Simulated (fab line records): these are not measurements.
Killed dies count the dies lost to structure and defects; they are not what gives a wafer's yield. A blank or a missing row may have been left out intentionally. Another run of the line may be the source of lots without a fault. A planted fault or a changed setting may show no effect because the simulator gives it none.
Which tool is to blame? | flow n5_finfet | 6 lots, 18 wafers sampled, at 8 steps of a route of 1938

== WHAT THE GAUGES SHOWED, per wafer ==
N5_BEOL_M14_CD_MEAS_17: the cd target is 250 nm. Usual: cd_nm reads 250.1 nm (standard deviation 1.9).
lot  | measured     | on        | cd_nm (nm)        | flag
L941 | day 14 04:35 | cd_sem-03 | 252.0 249.4 252.5 |
L940 | day 14 10:23 | cd_sem-03 | 248.1 250.7 250.1 |
L945 | day 15 05:05 | cd_sem-02 | 249.9 250.7 252.3 |
L946 | day 15 16:55 | cd_sem-03 | 251.3 251.6 248.4 |
L952 | day 17 20:29 | cd_sem-02 | 246.9 248.1 250.2 |
L951 | day 18 15:41 | cd_sem-02 | 253.9 254.2 250.2 |

N5_BEOL_M14_OCD_MEAS_35. Usual: trench_depth_nm reads 549 nm (standard deviation 15).
lot  | measured     | on     | trench_depth_nm (nm) | flag
L941 | day 14 05:53 | ocd-01 | 551 558 538          |
L940 | day 14 11:32 | ocd-01 | 556 543 561          |
L945 | day 15 06:35 | ocd-01 | 561 540 484          |
L946 | day 15 18:04 | ocd-01 | 544 534 546          |
L952 | day 17 21:31 | ocd-01 | 528 528 532          |
L951 | day 18 16:54 | ocd-01 | 581 557 560          |

N5_BEOL_M14_THK_MEAS_50: measures by xrf. Usual: M14_THK 537 nm, standard deviation 14.
lot  | measured     | on            | M14_THK (nm) | flag
L941 | day 14 08:38 | film_metro-01 | 536 544 526  |
L940 | day 14 13:27 | film_metro-02 | 548 532 549  |
L945 | day 15 09:58 | film_metro-02 | 543 523 469  |
L946 | day 15 20:16 | film_metro-01 | 536 526 538  |
L952 | day 17 23:44 | film_metro-01 | 515 517 518  |
L951 | day 18 18:29 | film_metro-02 | 562 541 544  |

N5_BEOL_M14_RS_MEAS_54: a four-point-probe measurement. Usual: M14_RS 0.0337 ohm/sq, standard deviation 0.00089.
lot  | measured     | on            | M14_RS (ohm/sq)      | flag
L941 | day 14 08:46 | film_metro-01 | 0.0336 0.0332 0.0344 |
L940 | day 14 13:35 | film_metro-01 | 0.0333 0.0341 0.0329 |
L945 | day 15 10:05 | film_metro-01 | 0.0331 0.0344 0.0387 |
L946 | day 15 20:23 | film_metro-01 | 0.0339 0.0347 0.0337 |
L952 | day 17 23:53 | film_metro-01 | 0.0351 0.0351 0.0348 |
L951 | day 18 18:37 | film_metro-02 | 0.0318 0.0332 0.0330 |

N5_BEOL_M15_RC_MEAS_101. Usual: COMB_M10 1.5e-11 S/m, standard deviation 3e-12; COMB_M11 1.5e-11 S/m, standard deviation 3.1e-12; COMB_M12 6.9e-12 S/m, standard deviation 1.2e-12; COMB_M13 5.6e-12 S/m, standard deviation 1.1e-12; COMB_M14 4.3e-12 S/m, standard deviation 8.2e-13; COMB_M15 3e-12 S/m, standard deviation 4.8e-13; COMB_M5 3.6e-11 S/m, standard deviation 8e-12; COMB_M6 2.8e-11 S/m, standard deviation 5.4e-12; COMB_M7 2.6e-11 S/m, standard deviation 5.3e-12; COMB_M8 2.6e-11 S/m, standard deviation 6.1e-12; COMB_M9 1.6e-11 S/m, standard deviation 3.5e-12; SERP_M10 3.03 ohm/um, standard deviation 0.086; SERP_M11 3.05 ohm/um, standard deviation 0.082; SERP_M12 0.641 ohm/um, standard deviation 0.019; SERP_M13 0.309 ohm/um, standard deviation 0.0058; SERP_M14 0.162 ohm/um, standard deviation 0.005; SERP_M14_max_site 0.164 ohm/um, standard deviation 0.005; SERP_M5 38.5 ohm/um, standard deviation 1.9; SERP_M6 13.9 ohm/um, standard deviation 0.55; SERP_M6_max_site 14.4 ohm/um, standard deviation 0.6; SERP_M7 13.7 ohm/um, standard deviation 0.65; SERP_M8 13.9 ohm/um, standard deviation 0.6; SERP_M9 3.07 ohm/um, standard deviation 0.1; SERP_M9_max_site 3.17 ohm/um, standard deviation 0.12.
lot  | measured     | on        | COMB_M10 (S/m)          | COMB_M11 (S/m)          | COMB_M12 (S/m)          | COMB_M13 (S/m)          | COMB_M14 (S/m)          | COMB_M15 (S/m)          | COMB_M5 (S/m)           | COMB_M6 (S/m)           | COMB_M7 (S/m)           | COMB_M8 (S/m)           | COMB_M9 (S/m)           | SERP_M10 (ohm/um) | SERP_M11 (ohm/um) | SERP_M12 (ohm/um) | SERP_M13 (ohm/um) | SERP_M14 (ohm/um) | SERP_M14_max_site (ohm/um) | SERP_M5 (ohm/um) | SERP_M6 (ohm/um) | SERP_M6_max_site (ohm/um) | SERP_M7 (ohm/um) | SERP_M8 (ohm/um) | SERP_M9 (ohm/um) | SERP_M9_max_site (ohm/um) | flag
L941 | day 14 14:58 | prober-02 | 2e-11 1.4e-11 1.3e-11   | 1.7e-11 1.3e-11 1e-11   | 5.8e-12 6.3e-12 8e-12   | 5.3e-12 5.7e-12 4.6e-12 | 4.1e-12 4e-12 3.7e-12   | 3e-12 2.4e-12 2.2e-12   | 3e-11 4.6e-11 4e-11     | 2.5e-11 2.5e-11 2.8e-11 | 2e-11 2.6e-11 2.6e-11   | 2.5e-11 2.9e-11 2.1e-11 | 1.3e-11 1.7e-11 1.8e-11 | 3.03 3.05 2.97    | 3.05 2.99 3.07    | 0.626 0.600 0.619 | 0.312 0.313 0.301 | 0.163 0.160 0.168 | 0.166 0.162 0.169          | 36.8 38.9 41.9   | 13.5 13.3 13.8   | 14.4 13.9 15.0            | 14.0 15.2 14.9   | 13.8 13.2 13.1   | 3.12 3.16 3.08   | 3.27 3.29 3.22            |
L940 | day 14 21:21 | prober-01 | 1.2e-11 1.3e-11 1.2e-11 | 1.9e-11 1.2e-11 1.4e-11 | 7.2e-12 8.5e-12 8.2e-12 | 5.7e-12 6e-12 6e-12     | 4.4e-12 4.3e-12 5.9e-12 | 2.9e-12 3.6e-12 3e-12   | 3.5e-11 5e-11 4.6e-11   | 2.2e-11 2.1e-11 2.3e-11 | 2.6e-11 3.1e-11 2.9e-11 | 3.8e-11 3.4e-11 3.1e-11 | 1.2e-11 1.2e-11 1.2e-11 | 3.18 3.24 3.30    | 2.99 2.94 2.97    | 0.620 0.654 0.648 | 0.310 0.308 0.313 | 0.156 0.163 0.155 | 0.158 0.164 0.157          | 36.5 39.6 37.1   | 15.2 15.3 14.6   | 15.6 15.8 15.0            | 14.0 12.9 13.1   | 14.5 13.6 14.0   | 3.11 3.15 3.09   | 3.28 3.30 3.18            |
L945 | day 15 15:32 | prober-02 | 1.6e-11 2.2e-11 1.7e-11 | 1.9e-11 1.8e-11 1.9e-11 | 6.2e-12 5.7e-12 5.5e-12 | 5.1e-12 5.1e-12 6.1e-12 | 2.8e-12 2.8e-12 3.2e-12 | 3.7e-12 3.3e-12 2.7e-12 | 3.5e-11 2.9e-11 3.3e-11 | 2.8e-11 3.7e-11 3.2e-11 | 2.2e-11 2.7e-11 4.2e-11 | 2.3e-11 2.8e-11 2.7e-11 | 1.4e-11 1.5e-11 1.2e-11 | 2.95 2.87 3.04    | 3.23 2.96 2.99    | 0.628 0.610 0.658 | 0.304 0.310 0.308 | 0.157 0.167 0.188 | 0.159 0.169 0.190          | 38.4 39.4 38.4   | 13.4 12.9 13.7   | 13.9 13.4 14.0            | 12.6 13.2 13.0   | 14.4 14.2 15.1   | 3.09 2.95 3.05   | 3.24 2.99 3.13            |
L946 | day 16 01:02 | prober-02 | 1.5e-11 1.7e-11 2.1e-11 | 1.4e-11 1e-11 1.6e-11   | 6.4e-12 7.4e-12 7.2e-12 | 4.2e-12 4.8e-12 5.1e-12 | 3.7e-12 3.3e-12 3.3e-12 | 2.7e-12 2.9e-12 2.6e-12 | 3.6e-11 3.5e-11 2.9e-11 | 3.9e-11 2.5e-11 2.3e-11 | 2.9e-11 1.7e-11 2.6e-11 | 3.3e-11 4e-11 4.4e-11   | 1.2e-11 1.6e-11 1.8e-11 | 2.84 3.09 3.09    | 3.17 3.04 2.98    | 0.639 0.641 0.638 | 0.316 0.324 0.320 | 0.160 0.164 0.160 | 0.162 0.165 0.161          | 38.1 37.3 39.2   | 14.6 14.0 14.5   | 15.1 14.8 15.2            | 13.4 13.2 14.7   | 14.8 14.4 13.9   | 3.27 3.00 3.08   | 3.32 3.20 3.16            |
L952 | day 18 06:14 | prober-02 | 1.4e-11 1.1e-11 1.2e-11 | 1.3e-11 1.5e-11 1.4e-11 | 6.2e-12 5.4e-12 7e-12   | 3.9e-12 3.8e-12 3.3e-12 | 6.3e-12 4.8e-12 3.8e-12 | 2.6e-12 3e-12 2.2e-12   | 2.8e-11 2.9e-11 3.1e-11 | 2.3e-11 2.8e-11 2.3e-11 | 1.7e-11 1.5e-11 2.5e-11 | 2.3e-11 2.5e-11 2.2e-11 | 2.4e-11 2e-11 1.7e-11   | 3.13 2.98 3.02    | 3.39 3.05 3.02    | 0.620 0.656 0.594 | 0.308 0.300 0.308 | 0.172 0.166 0.167 | 0.172 0.167 0.169          | 36.0 39.3 37.2   | 14.6 13.7 13.7   | 15.0 14.3 14.2            | 14.1 12.9 14.0   | 14.1 14.7 14.1   | 2.96 3.31 3.00   | 2.98 3.42 3.09            |
L951 | day 19 00:15 | prober-01 | 1.6e-11 1.6e-11 1.7e-11 | 1.7e-11 1.9e-11 1.3e-11 | 6.9e-12 4.9e-12 7.9e-12 | 5.9e-12 6.2e-12 5.3e-12 | 5.3e-12 4.7e-12 3.2e-12 | 2.9e-12 4e-12 3.5e-12   | 3.1e-11 4.7e-11 3.3e-11 | 2.5e-11 2.5e-11 3.3e-11 | 3.3e-11 3e-11 2.9e-11   | 2.3e-11 1.9e-11 2.2e-11 | 8e-12 1.3e-11 2e-11     | 2.97 3.04 3.14    | 2.98 3.02 3.05    | 0.665 0.629 0.635 | 0.301 0.304 0.307 | 0.151 0.159 0.158 | 0.153 0.162 0.160          | 39.0 36.1 36.8   | 13.3 14.1 13.5   | 14.0 14.8 14.7            | 13.3 14.1 14.2   | 13.4 13.5 13.5   | 3.01 3.14 3.10   | 3.17 3.29 3.16            |

== EACH LOT AND THE TOOL THAT RAN IT (in order: tool; ch and the chambers of the sampled wafers; start) ==
lot  | N5_BEOL_M14_ETCH_67                | N5_BEOL_M14_TRENCH_ETCH_34         | N5_BEOL_M14_ETCH_38
L941 | rie_diel-01 ch 0,2,3, day 14 05:19 | rie_diel-01 ch 0,2,3, day 14 05:44 | rie_diel-06 ch 0,1,2, day 14 08:38 or earlier
L940 | rie_diel-01 ch 1,2, day 14 10:58   | rie_diel-01 ch 1,2, day 14 11:23   | rie_diel-01 ch 2,3, day 14 13:27 or earlier
L945 | rie_diel-01 ch 0,1,3, day 15 06:01 | rie_diel-01 ch 0,1,3, day 15 06:26 | rie_diel-03 ch 0,1,2, day 15 09:58 or earlier
L946 | rie_diel-03 ch 1,2,3, day 15 17:29 | rie_diel-03 ch 1,2,3, day 15 17:55 | rie_diel-03 ch 0,1,2, day 15 20:16 or earlier
L952 | rie_diel-03 ch 1,3, day 17 20:56   | rie_diel-03 ch 1,3, day 17 21:22   | rie_diel-06 ch 1,2, day 17 23:44 or earlier
L951 | rie_diel-06 ch 1,2, day 18 16:19   | rie_diel-06 ch 1,2, day 18 16:44   | rie_diel-03 ch 1,2, day 18 18:29 or earlier
- N5_BEOL_M14_ETCH_67: etches SiARC in CF4, target depth 143 nm, time 238.3 s.
- N5_BEOL_M14_TRENCH_ETCH_34: etches SiO2 in C4F8/O2/Ar, target depth 556.65 nm, time 126.9 s.
- N5_BEOL_M14_ETCH_38: etches SiCN in CF4/N2, target depth 106.5 nm, time 120.6 s.

== WHAT THE TOOLS THEMSELVES READ (means of the sampled wafers that have a number; where no wafer has one, the mark that the record gives instead) ==
N5_BEOL_M14_ETCH_67. Usual: drypump_motor_current_A 5.6 A, standard deviation 0.32; etch_rf_on_time_s 240 s, standard deviation 6.1; oes_product_au 0.67 a.u., standard deviation 0.071; rf_vpp_V 184.3 V, standard deviation 1; showerhead_plenum_p_Torr 2.15 Torr, standard deviation 0.05; throttle_valve_pct 15.63 %, standard deviation 0.22.
lot  | tool        | drypump_motor_current_A (A) | etch_rf_on_time_s (s) | oes_product_au (a.u.) | rf_vpp_V (V) | showerhead_plenum_p_Torr (Torr) | throttle_valve_pct (%) | flag
L941 | rie_diel-01 | 5.6                         | 242                   | 0.71                  | 184.6        | 2.17                            | 15.41                  |
L940 | rie_diel-01 | 5.6                         | 237                   | 0.67                  | 183.8        | 2.20                            | 15.82                  |
L945 | rie_diel-01 | 5.6                         | 237                   | 0.66                  | 185.1        | 2.17                            | 15.54                  |
L946 | rie_diel-03 | 5.8                         | 243                   | 0.67                  | 183.2        | 2.12                            | 15.61                  |
L952 | rie_diel-03 | 5.6                         | 245                   | 0.59                  | 184.1        | 2.13                            | 15.75                  |
L951 | rie_diel-06 | 5.6                         | 235                   | 0.67                  | 184.8        | 2.14                            | 15.72                  |

N5_BEOL_M14_TRENCH_ETCH_34. Usual: drypump_motor_current_A 5.6 A, standard deviation 0.32; oes_ar_750_au 0.79 a.u., standard deviation 0.079; oes_product_au 0.78 a.u., standard deviation 0.084; rf_vpp_V 2223 V, standard deviation 33; showerhead_plenum_p_Torr 3.45 Torr, standard deviation 0.081; throttle_valve_pct 30.89 %, standard deviation 0.27.
lot  | tool        | drypump_motor_current_A (A) | oes_ar_750_au (a.u.) | oes_product_au (a.u.) | rf_vpp_V (V) | showerhead_plenum_p_Torr (Torr) | throttle_valve_pct (%) | flag
L941 | rie_diel-01 | 5.7                         | 0.83                 | 0.83                  | 2230         | 3.48                            | 30.74                  |
L940 | rie_diel-01 | 5.6                         | 0.78                 | 0.77                  | 2237         | 3.51                            | 30.97                  |
L945 | rie_diel-01 | 5.6                         | 0.77                 | 0.77                  | 2224         | 3.48                            | 30.74                  |
L946 | rie_diel-03 | 5.7                         | 0.78                 | 0.78                  | 2234         | 3.39                            | 30.77                  |
L952 | rie_diel-03 | 5.6                         | 0.69                 | 0.68                  | 2249         | 3.40                            | 30.80                  |
L951 | rie_diel-06 | 5.5                         | 0.79                 | 0.79                  | 2224         | 3.44                            | 31.06                  |

N5_BEOL_M14_ETCH_38. Usual: drypump_motor_current_A 5.61 A, standard deviation 0.29; oes_product_au 0.80 a.u., standard deviation 0.086; rf_vpp_V 382.6 V, standard deviation 1.5; showerhead_plenum_p_Torr 2.21 Torr, standard deviation 0.056; throttle_valve_pct 15.47 %, standard deviation 0.23.
lot  | tool        | drypump_motor_current_A (A) | oes_product_au (a.u.) | rf_vpp_V (V) | showerhead_plenum_p_Torr (Torr) | throttle_valve_pct (%) | flag
L941 | rie_diel-06 | 5.67                        | 0.85                  | 382.9        | 2.19                            | 15.40                  |
L940 | rie_diel-01 | 5.56                        | 0.83                  | 380.7        | 2.18                            | 15.27                  |
L945 | rie_diel-03 | 5.77                        | 0.83                  | 382.4        | 2.20                            | 15.38                  |
L946 | rie_diel-03 | 5.79                        | 0.83                  | 382.7        | 2.20                            | 15.38                  |
L952 | rie_diel-06 | 5.55                        | 0.80                  | 383.1        | 2.21                            | 15.55                  |
L951 | rie_diel-03 | 6.08                        | 0.83                  | 381.4        | 2.16                            | 15.32                  |

== THE ANSWER, worked out from the rows above alone ==
Rule: a lot is off if the mean of its wafers that have a number lies more than 3 standard deviations from the usual mean. A lot without any number at a reading at which 4 lots or more have one is off too. Where the step has rows for the other lots, those lots are counted as sound. After the gauges, taken in route order, come the tools' own readings; for these a lot's mean is taken, as printed above. At the first step where some lot is off, the reading lying furthest off is the one used; lots without a number count as furthest.
No lot is off on any of the readings shown, so nothing can be concluded from this.

== WHAT HAD BEEN PUT IN BY THE SIMULATOR ==
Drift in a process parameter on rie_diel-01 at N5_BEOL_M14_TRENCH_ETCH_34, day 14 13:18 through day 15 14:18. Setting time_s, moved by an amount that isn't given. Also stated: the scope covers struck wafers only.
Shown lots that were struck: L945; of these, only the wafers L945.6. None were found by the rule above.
